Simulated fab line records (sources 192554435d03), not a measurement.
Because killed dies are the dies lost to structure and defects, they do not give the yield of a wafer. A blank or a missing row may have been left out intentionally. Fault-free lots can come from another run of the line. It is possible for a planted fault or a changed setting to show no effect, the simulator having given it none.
Chamber matching :: flow n5-finfet :: N5_HKMG_FIN_CMP_94 on cmp-03 has 4 sister chambers
The step polishes, stops on SiNx, t overpolish 4.7 s, target thk 43.299 nm. 4 wafers are shown with their chamber, then 7 later ones without.

## EACH WAFER AND ITS CHAMBER
wafer: L088.6
chamber: 3
motor-current-A (A): 13.1

wafer: L089.2
chamber: 1
motor-current-A (A): 12.0

wafer: L092.1
chamber: 0
motor-current-A (A): 12.7

wafer: L092.4
chamber: 2
motor-current-A (A): 13.4

## WAFERS WHOSE CHAMBER IS MISSING
wafer: L092.6
motor-current-A (A): 11.7

wafer: L094.1
motor-current-A (A): 13.8

wafer: L094.2
motor-current-A (A): 12.7

wafer: L094.5
motor-current-A (A): 13.3

wafer: L097.2
motor-current-A (A): 12.0

wafer: L097.3
motor-current-A (A): 13.9

wafer: L097.6
motor-current-A (A): 13.3

## WHICH CHAMBER EACH WENT THROUGH
wafer: L092.6
from the rows above: 1
in truth: 1

wafer: L094.1
from the rows above: can't be placed: 2 or 3
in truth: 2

wafer: L094.2
from the rows above: can't be placed: 0 or 3
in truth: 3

wafer: L094.5
from the rows above: can't be placed: 2 or 3 or 0
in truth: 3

wafer: L097.2
from the rows above: 1
in truth: 1

wafer: L097.3
from the rows above: can't be placed: 2 or 3
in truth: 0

wafer: L097.6
from the rows above: can't be placed: 2 or 3 or 0
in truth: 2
Correct placement for 2 of the 7. Unplaceable from these rows: 5, with the true chamber sitting among the candidates in 4. 0 placed wrongly.
How it was worked out, from the rows above alone: a wafer's distance from a chamber is the root of the sum, over the readings, of the square of ((its reading less the chamber's mean) divided by the reading's scatter). If the next closest chamber is less than 2 further off than the closest, the wafer can't be placed; otherwise it belongs to the closest. The mean given for a chamber averages the wafers shown for that chamber. The scatter (one wafer shown for each chamber): square how far every hidden wafer sits from the nearest shown wafer, average those squares and take the square root.
